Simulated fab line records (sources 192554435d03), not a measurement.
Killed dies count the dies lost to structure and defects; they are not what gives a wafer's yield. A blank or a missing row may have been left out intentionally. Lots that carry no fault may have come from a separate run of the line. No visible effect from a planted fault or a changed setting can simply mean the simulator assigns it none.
fab line records    flow n5_finfet
record lots=9  wafers=26  last_day=18
route steps=1938 shown BEOL_M0_SAQP@636 BEOL_M4@1111 PASSIVATION@1936
lots untouched by any fault: they come from a run of this same line in which no faults occurred
start_h: start of the lot's first displayed wafer, in hours after the record's first day    wait_h: time in hours since the lot's previous step    " unchanged from the row above    L1.1+2: one row covering several wafers at once    - no value, or no start given    * or withheld: withheld    < > ~ a bound
route shown NAME@n: a module of which the file shows steps, and the number in the route of the first    usual: mean/standard deviation of fault-free wafers    same: alike in all rows    chamber/n: place in a boat    sites: readings site by site    _std_site: the values' standard deviation    _edge_site: inner sites' mean taken away from outer sites' mean    radius_mm: for every site, how far away it sits from the centre of the wafer    mask NAME#n: copy n    behind: the last tool/chamber to shape the wafer    hold: why the lot went on hold/how many hours it stayed there/how the hold came to an end    device: the n, p or np transistor that did not switch    end of line: the route-end tests of the same wafers    for a step that has no rows: nothing shown but its recipe    killed: the dies lost at the first sort to structure and to defects; this is not the yield of the wafer    map: a wafer's dies, x killed, . not, _ none there
set.NAME: the run value of the setting; set.NAME@STEP: its run value at that earlier step    model.NAME: the simulator's own value behind a step, which no gauge read
steps of the route over a sample of lots; a table a step, a row a wafer
services: a tool's chamber out of use, with start hour (start_h, from the record's first day; less than 0 if before it), hours out, and reason
## steps
# step N5_BEOL_M0_SAQP_PECVD_96
# recipe material=a-Si  target_thk_a=450  temp_c=350  precursor=SiH4/He  pressure_torr=3  rf_w=100  time_s=45.2
# usual heater_power_w=649/58  showerhead_plenum_p_Torr=5.65/0.053  throttle_valve_pct=18.2/0.96
lot.wafer  tool      chamber  start_h  wait_h  heater_power_w  showerhead_plenum_p_Torr  since_wet_clean_h  throttle_valve_pct
L428.4     pecvd-02  0        105.30   0.0     650             5.76                      -                  18.2
L428.5     "         2        "        "       640             5.65                      -                  17.4
L428.6     "         1        "        "       727             5.66                      -                  18.8
L429.3     pecvd-01  2        110.96   0.0     533             5.68                      423                18.4
L429.4     "         0        "        "       623             5.60                      -                  19.7
L429.5     "         2        "        "       520             5.66                      -                  18.2
L430.2     pecvd-02  0        118.00   0.0     658             5.76                      1003               18.2
L430.3     "         1        "        "       660             5.64                      1728               19.0
L430.4     "         2        "        "       750             5.64                      -                  17.3
L431.3     pecvd-02  2        126.27   0.0     748             5.63                      257                17.6
L431.4     "         2        "        "       766             5.62                      -                  17.6
L431.5     "         1        "        "       659             5.67                      -                  19.1
L438.3     pecvd-01  0        163.14   0.0     633             5.60                      1230               19.2
L438.4     "         2        "        "       627             5.67                      -                  18.6
L438.6     "         0        "        "       642             5.59                      -                  19.2
L439.1     pecvd-02  1        172.58   0.0     675             5.64                      1783               18.8
L439.5     "         2        "        "       682             5.65                      -                  17.7
L446.1     pecvd-02  0        213.01   0.0     585             5.77                      1098               18.0
L446.4     "         2        "        "       732             5.64                      -                  17.6
L446.6     "         1        "        "       723             5.65                      -                  18.9
L450.1     pecvd-04  1        240.27   0.0     650             5.60                      1669               17.4
L450.2     "         2        "        "       636             5.59                      190                16.5
L450.4     "         2        "        "       625             5.59                      -                  16.6
L451.3     pecvd-04  0        246.40   0.0     771             5.69                      950                17.2
L451.4     "         1        "        "       555             5.59                      -                  17.6
L451.6     "         0        "        "       777             5.68                      -                  17.2
# step N5_BEOL_M0_SAQP_DESCUM_19
# recipe chemistry=O2  time_s=7.9  source_power_w=50  bias_power_w=20  pressure_mtorr=20  rf_frequency_hz=2.712e+07  temp_c=40  resist=CAR-ArF  o2_flow_sccm=225
# usual drypump_motor_current_A=5.8/0.53  oes_product_au=0.76/0.078  rf_vpp_V=243.2/1.4  showerhead_plenum_p_Torr=2.10/0.07  throttle_valve_pct=20.34/0.3
lot.wafer  tool         chamber  start_h  wait_h  drypump_motor_current_A  oes_product_au  rf_hours_counter_h  rf_vpp_V  showerhead_plenum_p_Torr  throttle_valve_pct
L428.4     rie_diel-02  1        106.03   0.0     5.0                      0.71            204                 244.0     2.15                      20.15
L428.5     "            2        "        "       6.3                      0.76            -                   242.8     2.04                      20.61
L428.6     "            3        "        "       6.5                      0.73            -                   242.4     2.05                      20.14
L429.3     rie_diel-02  0        111.71   0.0     6.4                      0.69            244                 244.7     2.16                      20.54
L429.4     "            1        "        "       5.1                      0.71            206                 244.2     2.15                      20.16
L429.5     "            3        "        "       6.4                      0.73            -                   244.1     2.05                      20.13
L430.2     rie_diel-06  0        118.85   0.0     5.9                      0.75            176                 246.5     2.19                      20.77
L430.3     "            1        "        "       5.4                      0.88            39                  244.0     2.11                      19.79
L430.4     "            2        "        "       6.2                      0.93            14                  240.3     2.03                      20.26
L431.3     rie_diel-04  3        126.91   0.1     5.9                      0.70            217                 241.8     1.99                      20.41
L431.4     "            2        "        "       4.9                      0.73            189                 243.6     2.17                      20.38
L431.5     "            1        "        "       6.3                      0.73            -                   244.6     2.15                      19.95
L438.3     rie_diel-06  0        163.96   0.2     5.9                      0.74            191                 243.9     2.19                      20.78
L438.4     "            3        "        "       5.2                      0.73            166                 242.4     2.01                      20.51
L438.6     "            3        "        "       5.2                      0.73            -                   241.9     2.01                      20.51
L439.1     rie_diel-06  3        173.30   0.0     5.2                      0.72            170                 241.3     2.01                      20.52
L439.5     "            3        "        "       5.2                      0.71            -                   242.6     2.01                      20.53
L446.1     rie_diel-02  0        213.76   0.0     6.4                      0.94            19                  243.0     2.15                      20.10
L446.4     "            1        "        "       5.1                      0.68            236                 244.0     2.14                      20.18
L446.6     "            0        "        "       6.4                      0.94            -                   242.9     2.15                      20.10
L450.1     rie_diel-02  3        241.03   0.0     6.4                      0.69            207                 241.5     2.03                      20.17
L450.2     "            1        "        "       5.1                      0.68            243                 243.3     2.14                      20.21
L450.4     "            2        "        "       6.3                      0.73            203                 240.4     2.02                      20.67
L451.3     rie_diel-06  0        247.03   0.0     5.9                      0.71            215                 245.1     2.18                      20.81
L451.4     "            2        "        "       6.1                      0.85            50                  241.8     2.02                      20.34
L451.6     "            3        "        "       5.2                      0.70            -                   242.3     2.01                      20.55
# step N5_BEOL_M0_SAQP_ETCH_102
# recipe chemistry=CF4  target=SiO2  target_depth_a=40  ion_energy_ev=350  time_s=4.4  pressure_mtorr=10  icp_w=800  bias_w=400  cf4_flow_sccm=80
# usual drypump_motor_current_A=5.7/0.43  oes_product_au=1.005/0.026  throttle_valve_pct=21.9/0.41
lot.wafer  tool       chamber  start_h  wait_h  drypump_motor_current_A  oes_product_au  rf_hours_counter_h  throttle_valve_pct
L428.4     rie_si-06  2        107.94   0.0     6.0                      0.980           164                 22.5
L428.5     "          1        "        "       5.9                      0.994           -                   21.1
L428.6     "          0        "        "       5.2                      1.006           -                   21.8
L429.3     rie_si-01  2        113.42   0.1     5.1                      1.013           75                  21.4
L429.4     "          0        "        "       5.2                      0.954           96                  21.9
L429.5     "          1        "        "       6.6                      1.026           -                   22.3
L430.2     rie_si-02  0        120.70   0.1     5.8                      1.049           89                  21.8
L430.3     "          3        "        "       6.1                      1.008           25                  22.1
L430.4     "          2        "        "       5.5                      1.034           141                 21.9
L431.3     rie_si-06  2        128.65   0.1     6.0                      0.986           164                 22.5
L431.4     "          1        "        "       5.9                      0.994           130                 21.1
L431.5     "          0        "        "       5.2                      0.998           -                   21.8
L438.3     rie_si-01  2        166.57   0.1     5.1                      1.007           76                  21.4
L438.4     "          0        "        "       5.2                      0.952           -                   21.9
L438.6     "          1        "        "       6.7                      1.017           -                   22.3
L439.1     rie_si-02  0        175.07   0.1     5.8                      1.044           90                  21.7
L439.5     "          1        "        "       5.6                      1.010           -                   22.4
L446.1     rie_si-06  1        216.28   0.1     5.9                      0.979           132                 21.1
L446.4     "          2        "        "       6.0                      0.975           166                 22.5
L446.6     "          2        "        "       6.0                      0.981           -                   22.5
L450.1     rie_si-01  1        243.10   0.1     6.6                      1.006           140                 22.3
L450.2     "          2        "        "       5.1                      1.004           77                  21.4
L450.4     "          3        "        "       5.2                      0.952           134                 21.9
L451.3     rie_si-01  1        248.74   0.1     6.6                      1.012           140                 22.3
L451.4     "          2        "        "       5.1                      1.014           77                  21.4
L451.6     "          3        "        "       5.2                      0.956           -                   21.9
# step N5_BEOL_M0_SAQP_MANDREL_ETCH_103
# recipe chemistry=HBr/Cl2  target=a-Si  target_depth_a=450  bt_time_s=10  stop_on=SiCN  mask_material=SiO2  over_etch_frac=0.8  time_s=27  pressure_mtorr=10  icp_w=800  bias_w=75  HBr_flow_sccm=150  Cl2_flow_sccm=80  ends=end_point
# usual drypump_motor_current_A=5.7/0.43  oes_product_au=0.680/0.013  throttle_valve_pct=35.6/0.47
lot.wafer  tool       chamber  start_h  wait_h  drypump_motor_current_A  oes_product_au  rf_hours_counter_h  throttle_valve_pct
L428.4     rie_si-06  2        107.97   0.0     6.0                      0.679           164                 36.2
L428.5     "          1        "        "       5.9                      0.685           -                   34.8
L428.6     "          0        "        "       5.2                      0.680           -                   35.4
L429.3     rie_si-01  2        113.45   0.0     5.1                      0.693           75                  35.3
L429.4     "          0        "        "       5.2                      0.680           96                  35.1
L429.5     "          1        "        "       6.6                      0.681           -                   35.9
L430.2     rie_si-02  0        120.73   0.0     5.8                      0.696           89                  35.5
L430.3     "          3        "        "       6.2                      0.660           25                  35.8
L430.4     "          2        "        "       5.6                      0.688           141                 35.5
L431.3     rie_si-06  2        128.69   0.0     6.0                      0.672           164                 36.2
L431.4     "          1        "        "       5.9                      0.693           130                 34.8
L431.5     "          0        "        "       5.2                      0.669           -                   35.5
L438.3     rie_si-01  2        166.60   0.0     5.1                      0.699           76                  35.3
L438.4     "          0        "        "       5.2                      0.673           -                   35.1
L438.6     "          1        "        "       6.6                      0.701           -                   35.9
L439.1     rie_si-02  0        175.10   0.0     5.8                      0.702           90                  35.5
L439.5     "          1        "        "       5.6                      0.687           -                   36.5
L446.1     rie_si-06  1        216.31   0.0     5.9                      0.679           132                 34.8
L446.4     "          2        "        "       6.0                      0.689           166                 36.2
L446.6     "          2        "        "       6.0                      0.628           -                   36.3
L450.1     rie_si-01  1        243.13   0.0     6.7                      0.679           140                 35.9
L450.2     "          2        "        "       5.1                      0.699           77                  35.3
L450.4     "          3        "        "       5.2                      0.675           134                 35.5
L451.3     rie_si-01  1        248.78   0.0     6.6                      0.667           140                 35.9
L451.4     "          2        "        "       5.0                      0.682           77                  35.3
L451.6     "          3        "        "       5.2                      0.669           -                   35.5
# step N5_BEOL_M0_SAQP_RECESS_104
# recipe chemistry=HF/NH3  target=SiO2  target_depth_a=180  afs_cycles=3  temp_c=30  sublimation_temp_c=180  sublimation_time_s=60
# usual drypump_motor_current_A=5.5/0.64
lot.wafer  tool           chamber  start_h  wait_h  drypump_motor_current_A
L428.4     vapor_etch-01  1        108.17   0.2     6.6
L428.5     "              1        "        "       6.7
L428.6     "              0        "        "       5.4
L429.3     vapor_etch-02  0        113.65   0.2     5.6
L429.4     "              1        "        "       4.8
L429.5     "              0        "        "       5.6
L430.2     vapor_etch-02  0        120.81   0.1     5.6
L430.3     "              0        "        "       5.6
L430.4     "              1        "        "       4.8
L431.3     vapor_etch-02  0        128.89   0.2     5.6
L431.4     "              1        "        "       4.8
L431.5     "              1        "        "       4.8
L438.3     vapor_etch-01  0        166.80   0.2     5.4
L438.4     "              1        "        "       6.7
L438.6     "              0        "        "       5.4
L439.1     vapor_etch-01  1        175.18   0.1     6.7
L439.5     "              0        "        "       5.4
L446.1     vapor_etch-01  1        216.39   0.1     6.7
L446.4     "              0        "        "       5.4
L446.6     "              1        "        "       6.7
L450.1     vapor_etch-01  1        243.21   0.1     6.7
L450.2     "              0        "        "       5.4
L450.4     "              0        "        "       5.4
L451.3     vapor_etch-02  1        248.99   0.2     4.8
L451.4     "              0        "        "       5.6
L451.6     "              0        "        "       5.7
# step N5_BEOL_M4_RC_MEAS_101
# usual DIBL_N=37.0/2.3  DIBL_P=37.3/2.8  IOFF_N=0.17/0.046  IOFF_P=0.23/0.054  ION_N=675/14  ION_P=460/9.3  SS_N=71.7/0.73  SS_P=73.6/0.95  VT_N=249/3.9  VT_P=-250/3.9
lot.wafer  tool       chamber  start_h  wait_h  DIBL_N[mV/V]  DIBL_P[mV/V]  IOFF_N[nA/um]  IOFF_P[nA/um]  ION_N[uA/um]  ION_P[uA/um]  SS_N[mV/dec]  SS_P[mV/dec]  VT_N[mV]  VT_P[mV]
L428.4     prober-02  0        167.30   0.5     40.3          40.9          0.23           0.31           680           471           72.2          74.8          243       -246
L428.5     "          0        "        "       37.1          35.4          0.15           0.21           676           464           71.3          73.7          251       -251
L428.6     "          0        "        "       43.8          44.8          0.36           0.42           712           478           73.7          76.2          240       -243
L429.3     prober-02  0        170.31   0.3     37.4          37.6          0.19           0.22           677           457           72.1          73.7          250       -249
L429.4     "          0        "        "       36.8          37.4          0.17           0.22           667           453           71.1          75.0          249       -251
L429.5     "          0        "        "       39.6          40.9          0.25           0.29           688           457           72.2          76.1          245       -248
L430.2     prober-02  0        173.38   0.2     39.7          40.0          0.23           0.29           673           460           72.5          74.6          247       -249
L430.3     "          0        "        "       36.8          37.0          0.16           0.21           670           462           71.8          74.2          250       -252
L430.4     "          0        "        "       33.8          34.2          0.13           0.18           662           458           71.0          72.5          250       -252
L431.3     prober-02  0        190.91   0.3     37.5          37.8          0.18           0.19           682           454           72.0          73.1          248       -252
L431.4     "          0        "        "       36.0          36.8          0.16           0.18           676           453           71.0          73.5          249       -254
L431.5     "          0        "        "       41.5          43.3          0.27           0.28           694           461           73.1          75.4          244       -246
L438.3     prober-01  0        225.68   0.3     34.9          32.9          0.14           0.19           681           474           71.4          73.1          250       -248
L438.4     "          0        "        "       34.1          32.0          0.11           0.18           654           455           71.5          72.2          257       -250
L438.6     "          0        "        "       34.6          33.9          0.12           0.20           669           466           71.9          72.5          254       -250
L439.1     prober-01  0        235.41   0.0     37.4          35.9          0.17           0.19           670           458           71.4          73.9          247       -251
L439.5     "          0        "        "       37.1          36.5          0.15           0.20           650           450           71.0          72.9          252       -251
L446.1     prober-01  0        286.71   0.0     32.3          33.6          0.11           0.14           657           445           71.2          72.2          256       -257
L446.4     "          0        "        "       36.5          38.5          0.18           0.20           679           458           72.3          73.7          249       -252
L446.6     "          0        "        "       32.7          34.1          0.12           0.14           663           449           71.1          72.2          254       -258
L451.3     prober-01  0        318.13   0.3     37.3          38.5          0.16           0.18           675           450           72.0          74.2          252       -257
L451.4     "          0        "        "       37.0          38.7          0.17           0.18           675           449           71.9          73.9          251       -256
L451.6     "          0        "        "       33.1          34.3          0.10           0.13           656           445           70.3          72.1          256       -258
L450.1     prober-02  0        319.71   0.0     37.7          38.9          0.19           0.28           670           460           72.9          73.9          249       -247
L450.2     "          0        "        "       40.0          40.9          0.24           0.30           696           474           73.1          74.6          244       -245
L450.4     "          0        "        "       35.8          37.0          0.15           0.23           677           471           71.6          73.2          250       -248
# step N5_PASSIVATION_PROBE_49
# usual defect_limited_yield=91.5/1.3  killed_at_M0_to_M3=36/10  killed_at_M4_up=13/4.7  killed_at_contacts=13/6.7  killed_at_front_end=37/9.7  killed_at_other=2.6/2.3  killed_dies=101/15  killed_open=67/12  killed_short=32/6.7  sort_bin_4_leakage=0.0/0.31  sort_bin_5_function=5.0/0.89  sort_bin_6_memory=3.2/0.63  sort_bin_8_speed=0.01/0.03  sort_n_pass=1079/16  sort_yield_pct=91.4/1.4
# same gross_dies=1180  killed_at_back_side=0
lot.wafer  tool       chamber  start_h  wait_h  defect_limited_yield[%]  killed_at_M0_to_M3  killed_at_M4_up  killed_at_contacts  killed_at_front_end  killed_at_other  killed_dies  killed_open  killed_short  sort_bin_4_leakage[%]  sort_bin_5_function[%]  sort_bin_6_memory[%]  sort_bin_8_speed[%]  sort_n_pass  sort_yield_pct[%]
L430.2     prober-01  -        274.59   0.1     93.1                     25                  15               13                  28                   0                81           52           28            0                      3.1                     3.5                   0                    1099         93.1
L430.3     prober-01  -        274.64   0.1     92.0                     22                  15               16                  38                   3                94           60           32            0                      4.7                     2.7                   0                    1086         92.0
L430.4     prober-01  -        274.69   0.2     91.8                     28                  11               21                  33                   4                97           69           28            0                      4.4                     3.5                   0                    1083         91.8
L429.3     prober-02  -        285.43   0.1     91.8                     57                  10               6                   23                   1                97           70           26            0                      5.2                     3.0                   0                    1083         91.8
L429.4     prober-02  -        285.48   0.2     89.3                     55                  22               6                   40                   3                126          71           53            0                      6.8                     3.6                   0                    1054         89.3
L429.5     prober-02  -        285.53   0.2     89.3                     56                  22               8                   35                   5                126          76           47            0.1                    6.4                     4.1                   0                    1053         89.2
L428.4     prober-02  -        285.78   0.2     88.9                     56                  13               15                  44                   3                131          85           44            0                      6.0                     4.7                   0                    1049         88.9
L428.5     prober-02  -        285.83   0.3     90.4                     51                  18               9                   34                   1                113          73           32            0                      5.1                     3.6                   0                    1067         90.4
L428.6     prober-02  -        285.88   0.3     90.3                     37                  11               16                  50                   0                114          85           25            3.6                    6.3                     3.3                   0                    1023         86.7
L431.3     prober-01  -        294.08   0.1     92.6                     29                  15               8                   23                   12               87           55           32            0                      3.7                     3.1                   0                    1093         92.6
L431.4     prober-01  -        294.13   0.2     89.1                     41                  33               1                   50                   4                129          88           41            0                      6.4                     4.4                   0                    1051         89.1
L431.5     prober-01  -        294.18   0.2     92.2                     34                  14               7                   28                   9                92           58           34            0                      4.8                     2.5                   0                    1088         92.2
L438.3     prober-02  -        343.10   0.1     93.1                     33                  9                4                   32                   4                82           52           29            0                      4.7                     1.9                   0                    1098         93.1
L438.4     prober-02  -        343.15   0.2     91.4                     42                  9                12                  37                   1                101          69           32            0                      5.0                     3.1                   0                    1079         91.4
L438.6     prober-02  -        343.25   0.3     91.2                     45                  11               9                   35                   4                104          62           40            0                      5.1                     3.1                   0                    1076         91.2
L439.1     prober-02  -        349.39   0.0     92.1                     32                  14               13                  33                   1                93           68           21            0                      5.7                     2.2                   0                    1087         92.1
L439.5     prober-02  -        349.59   0.2     91.2                     32                  22               15                  35                   0                104          71           31            0                      4.7                     3.7                   0                    1076         91.2
L446.1     prober-02  -        402.38   0.0     92.8                     28                  14               15                  26                   2                85           68           16            0                      4.1                     3.1                   0                    1095         92.8
L446.4     prober-02  -        402.53   0.2     93.1                     28                  15               1                   34                   3                81           50           27            0                      4.2                     2.3                   0                    1099         93.1
L446.6     prober-02  -        402.63   0.3     92.5                     35                  9                10                  34                   0                88           56           29            0                      4.0                     3.0                   0                    1092         92.5
L451.3     prober-02  -        437.87   1.0     89.3                     45                  12               22                  47                   0                126          88           34            0                      6.4                     3.7                   0                    1054         89.3
L451.4     prober-02  -        437.92   1.1     90.0                     46                  12               18                  41                   1                118          73           39            0                      5.5                     3.6                   0                    1062         90.0
L451.6     prober-02  -        438.02   1.2     92.1                     44                  10               9                   28                   2                93           66           26            0                      4.6                     3.1                   0                    1087         92.1
L450.1     prober-02  -        439.10   0.0     89.9                     31                  11               22                  49                   6                119          89           29            0                      6.6                     3.1                   0                    1061         89.9
L450.2     prober-02  -        439.15   0.1     89.0                     50                  9                19                  50                   2                130          93           34            0                      6.0                     4.7                   0                    1050         89.0
L450.4     prober-02  -        439.25   0.2     90.3                     34                  16               25                  35                   5                115          82           30            0                      5.4                     3.8                   0.08                 1065         90.3
# killed by level:class
L430.2 MOL_CONTACT_COAG:geometric_particle:open=11 BEOL_M0_SAQP:geometric_particle:short=10 BEOL_M4:geometric_particle:open=7 STI_FIN_REVEAL:geometric_particle:open=6 FIN_SAQP:geometric_particle:short=5 BEOL_M3:geometric_particle:open=4 STARTING-WAFER:geometric_particle:open=4 GATE_CUT:geometric_particle:short=3
L430.3 MOL_CONTACT_COAG:geometric_particle:open=12 FIN_SAQP:geometric_particle:short=10 BEOL_M2:geometric_particle:open=8 STI_FIN_REVEAL:geometric_particle:open=6 BEOL_M4:geometric_particle:open=6 DUMMY_GATE:geometric_particle:open=4 MOL_CONTACT_COAG:geometric_particle:short=4 GATE_CUT:geometric_particle:open=3
L430.4 MOL_CONTACT_COAG:geometric_particle:open=13 STI_FIN_REVEAL:geometric_particle:open=8 MOL_CONTACT_COAG:geometric_particle:short=8 FIN_SAQP:geometric_particle:open=6 BEOL_M2:geometric_particle:open=6 DUMMY_GATE:geometric_particle:open=5 BEOL_M0_SAQP:geometric_particle:open=5 BEOL_M1:geometric_particle:open=5
L429.3 BEOL_M3:geometric_particle:open=24 BEOL_M0_SAQP:geometric_particle:open=13 BEOL_M0_SAQP:geometric_particle:short=12 FIN_SAQP:geometric_particle:open=8 BEOL_M4:geometric_particle:open=6 BEOL_M1:geometric_particle:open=5 MOL_CONTACT_COAG:geometric_particle:open=4 DUMMY_GATE:geometric_particle:open=3
L429.4 FIN_SAQP:geometric_particle:short=14 FIN_SAQP:geometric_particle:open=13 BEOL_M0_SAQP:geometric_particle:short=13 BEOL_M0_SAQP:geometric_particle:open=11 BEOL_M3:geometric_particle:open=11 BEOL_M4:geometric_particle:open=9 MOL_CONTACT_COAG:geometric_particle:open=6 BEOL_M3:geometric_particle:short=6
L429.5 BEOL_M0_SAQP:geometric_particle:short=12 BEOL_M0_SAQP:geometric_particle:open=12 BEOL_M4:geometric_particle:open=11 BEOL_M3:geometric_particle:open=9 BEOL_M1:geometric_particle:short=8 BEOL_M1:geometric_particle:open=8 FIN_SAQP:geometric_particle:short=7 FIN_SAQP:geometric_particle:open=7
L428.4 MOL_CONTACT_COAG:geometric_particle:open=11 BEOL_M1:geometric_particle:open=11 BEOL_M2:geometric_particle:open=11 FIN_SAQP:geometric_particle:open=8 STI_FIN_REVEAL:geometric_particle:open=8 BEOL_M3:geometric_particle:open=8 FIN_SAQP:geometric_particle:short=7 BEOL_M2:geometric_particle:short=7
L428.5 BEOL_M1:geometric_particle:open=14 MOL_CONTACT_COAG:geometric_particle:open=9 STI_FIN_REVEAL:geometric_particle:open=8 BEOL_M0_SAQP:geometric_particle:short=8 BEOL_M0_SAQP:geometric_particle:open=7 FIN_SAQP:geometric_particle:open=6 BEOL_M2:geometric_particle:open=6 HKMG_FIN:area_etch=6
L428.6 STI_FIN_REVEAL:geometric_particle:open=13 MOL_CONTACT_COAG:geometric_particle:open=13 FIN_SAQP:geometric_particle:short=10 BEOL_M2:geometric_particle:open=10 FIN_SAQP:geometric_particle:open=8 BEOL_M1:geometric_particle:open=7 BEOL_M3:geometric_particle:open=7 BEOL_M0_SAQP:geometric_particle:short=6
L431.3 FIN_SAQP:geometric_particle:open=9 BEOL_M0_SAQP:geometric_particle:short=8 MOL_CONTACT_COAG:geometric_particle:open=7 BEOL_M0_SAQP:geometric_particle:open=6 FIN_SAQP:geometric_particle:short=5 BEOL_M2:geometric_particle:open=5 BEOL_M5:geometric_particle:open=4 BEOL_M1:geometric_particle:open=4
L431.4 FIN_SAQP:geometric_particle:short=16 BEOL_M4:geometric_particle:open=15 FIN_SAQP:geometric_particle:open=11 BEOL_M1:geometric_particle:open=10 BEOL_M2:geometric_particle:open=8 BEOL_M0_SAQP:geometric_particle:short=7 DUMMY_GATE:geometric_particle:open=5 BEOL_M5:geometric_particle:open=5
L431.5 BEOL_M0_SAQP:geometric_particle:open=12 FIN_SAQP:geometric_particle:open=9 BEOL_M0_SAQP:geometric_particle:short=8 BEOL_M4:geometric_particle:open=7 STARTING-WAFER:geometric_particle:short=5 FIN_SAQP:geometric_particle:short=4 MOL_CONTACT_COAG:geometric_particle:open=4 DUMMY_GATE:geometric_particle:open=3
L438.3 BEOL_M2:geometric_particle:open=11 BEOL_M0_SAQP:geometric_particle:short=10 BEOL_M0_SAQP:geometric_particle:open=7 FIN_SAQP:geometric_particle:short=6 STI_FIN_REVEAL:geometric_particle:open=5 FIN_SAQP:geometric_particle:open=4 STARTING-WAFER:geometric_particle:open=4 GATE_CUT:geometric_particle:short=3
L438.4 BEOL_M0_SAQP:geometric_particle:short=14 MOL_CONTACT_COAG:geometric_particle:open=10 BEOL_M0_SAQP:geometric_particle:open=10 BEOL_M2:geometric_particle:open=10 FIN_SAQP:geometric_particle:open=9 STARTING-WAFER:geometric_particle:open=6 GATE_CUT:geometric_particle:open=5 FIN_SAQP:geometric_particle:short=4
L438.6 BEOL_M2:geometric_particle:open=13 BEOL_M0_SAQP:geometric_particle:short=12 FIN_SAQP:geometric_particle:open=8 BEOL_M0_SAQP:geometric_particle:open=8 FIN_SAQP:geometric_particle:short=6 MOL_CONTACT_COAG:geometric_particle:open=6 BEOL_M1:geometric_particle:open=6 STI_FIN_REVEAL:geometric_particle:open=5
L439.1 MOL_CONTACT_COAG:geometric_particle:open=11 STI_FIN_REVEAL:geometric_particle:open=10 BEOL_M0_SAQP:geometric_particle:open=7 BEOL_M1:geometric_particle:open=7 BEOL_M3:geometric_particle:open=6 BEOL_M4:geometric_particle:open=6 STI_FIN_REVEAL:geometric_particle:short=4 DUMMY_GATE:geometric_particle:open=4
L439.5 MOL_CONTACT_COAG:geometric_particle:open=11 BEOL_M1:geometric_particle:open=7 BEOL_M3:geometric_particle:open=7 STI_FIN_REVEAL:geometric_particle:open=6 GATE_CUT:geometric_particle:open=6 BEOL_M4:geometric_particle:open=5 DUMMY_GATE:geometric_particle:open=4 ILD0:geometric_particle:open=4
L446.1 MOL_CONTACT_COAG:geometric_particle:open=15 BEOL_M1:geometric_particle:open=11 STI_FIN_REVEAL:geometric_particle:open=8 BEOL_M0_SAQP:geometric_particle:open=8 BEOL_M4:geometric_particle:open=7 FIN_SAQP:geometric_particle:open=6 BEOL_M0_SAQP:geometric_particle:short=4 BEOL_M2:geometric_particle:open=3
L446.4 BEOL_M0:geometric_particle:open=8 FIN_SAQP:geometric_particle:open=6 DUMMY_GATE:geometric_particle:open=6 BEOL_M1:geometric_particle:open=6 BEOL_M4:geometric_particle:open=6 BEOL_M0_SAQP:geometric_particle:short=5 BEOL_M4:geometric_particle:short=5 STI_FIN_REVEAL:geometric_particle:open=4
L446.6 BEOL_M3:geometric_particle:open=13 FIN_SAQP:geometric_particle:open=9 MOL_CONTACT_COAG:geometric_particle:open=7 BEOL_M2:geometric_particle:open=7 FIN_SAQP:geometric_particle:short=6 STI_FIN_REVEAL:geometric_particle:open=5 BEOL_M1:geometric_particle:open=5 BEOL_M4:geometric_particle:open=4
L451.3 MOL_CONTACT_COAG:geometric_particle:open=18 FIN_SAQP:geometric_particle:open=15 BEOL_M2:geometric_particle:open=10 STI_FIN_REVEAL:geometric_particle:open=7 BEOL_M0_SAQP:geometric_particle:open=7 BEOL_M0_SAQP:geometric_particle:short=7 BEOL_M1:geometric_particle:short=6 GATE_CUT:geometric_particle:short=5
L451.4 MOL_CONTACT_COAG:geometric_particle:open=12 BEOL_M0_SAQP:geometric_particle:short=12 FIN_SAQP:geometric_particle:open=10 STI_FIN_REVEAL:geometric_particle:open=8 BEOL_M1:geometric_particle:open=8 FIN_SAQP:geometric_particle:short=7 BEOL_M0_SAQP:geometric_particle:open=7 MOL_CONTACT_COAG:geometric_particle:short=6
L451.6 BEOL_M0_SAQP:geometric_particle:open=11 BEOL_M3:geometric_particle:open=9 BEOL_M1:geometric_particle:open=8 STI_FIN_REVEAL:geometric_particle:open=6 MOL_CONTACT_COAG:geometric_particle:open=5 BEOL_M2:geometric_particle:open=5 MOL_CONTACT_COAG:geometric_particle:short=4 BEOL_M0_SAQP:geometric_particle:short=4
L450.1 MOL_CONTACT_COAG:geometric_particle:open=19 FIN_SAQP:geometric_particle:open=16 BEOL_M1:geometric_particle:open=9 FIN_SAQP:geometric_particle:short=7 STI_FIN_REVEAL:geometric_particle:open=6 GATE_CUT:geometric_particle:short=6 BEOL_M0_SAQP:geometric_particle:open=6 BEOL_M2:geometric_particle:open=5
L450.2 FIN_SAQP:geometric_particle:open=19 BEOL_M1:geometric_particle:open=19 MOL_CONTACT_COAG:geometric_particle:open=16 FIN_SAQP:geometric_particle:short=8 BEOL_M0_SAQP:geometric_particle:open=8 BEOL_M1:geometric_particle:short=8 DUMMY_GATE:geometric_particle:open=6 STI_FIN_REVEAL:geometric_particle:open=5
L450.4 MOL_CONTACT_COAG:geometric_particle:open=19 STI_FIN_REVEAL:geometric_particle:open=9 BEOL_M0_SAQP:geometric_particle:open=7 BEOL_M0_SAQP:geometric_particle:short=7 MOL_CONTACT_COAG:geometric_particle:short=6 BEOL_M2:geometric_particle:open=6 BEOL_M5:geometric_particle:open=6 FIN_SAQP:geometric_particle:open=4
## services
tool           chamber  start_h  hours  kind
rie_si-06      0        89.52    1.2    repair
rie_diel-04    2        105.53   3.5    repair
pecvd-04       2        114.14   6.6    repair
pecvd-04       1        117.86   6.8    repair
rie_si-01      1        133.49   2.0    repair
rie_diel-04    2        140.05   19.5   repair
rie_si-02      -        146.73   2.8    pm
vapor_etch-01  -        151.30   2.8    pm
rie_si-01      3        161.33   11.2   repair
pecvd-04       1        166.93   6.9    repair
pecvd-01       -        167.43   0.9    repair
pecvd-02       1        168.31   -      calibration
pecvd-04       0        168.48   16.4   repair
rie_si-02      3        170.94   14.0   repair
rie_si-06      -        171.15   0.3    repair
pecvd-01       2        172.20   22.9   repair
rie_diel-04    3        180.80   1.6    repair
rie_si-01      2        188.42   3.4    repair
pecvd-04       2        195.91   3.0    repair
pecvd-02       1        200.13   5.5    scheduled_down
pecvd-04       -        201.22   6.0    pm
pecvd-04       -        207.59   1.6    repair
rie_si-02      -        215.55   1.0    repair
rie_diel-02    1        222.31   5.3    repair
## key
first_sign step=N5_BEOL_M0_SAQP_MANDREL_ETCH_103  reading=oes_product_au  direction=down  sigmas=4  usual=0.680  struck=0.628
effect none on later readings
met_at N5_BEOL_M0_SAQP_PECVD_96
struck_lots L446
struck_wafers L446.6
not_acting_at N5_BEOL_M0_SAQP_DESCUM_19,N5_BEOL_M0_SAQP_ETCH_102,N5_BEOL_M0_SAQP_RECESS_104
onset_between 172.58 213.01
fault kind=site_profile_drift  tool=pecvd-02  chamber=1  onset_h=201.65  steps=N5_BEOL_M0_SAQP_PECVD_96  basis=fraction  max_abs_drift=0.25633  slope_share_per_hr=56.963  site_pattern=0,0,0,0,0,-1,-1,-1,-1
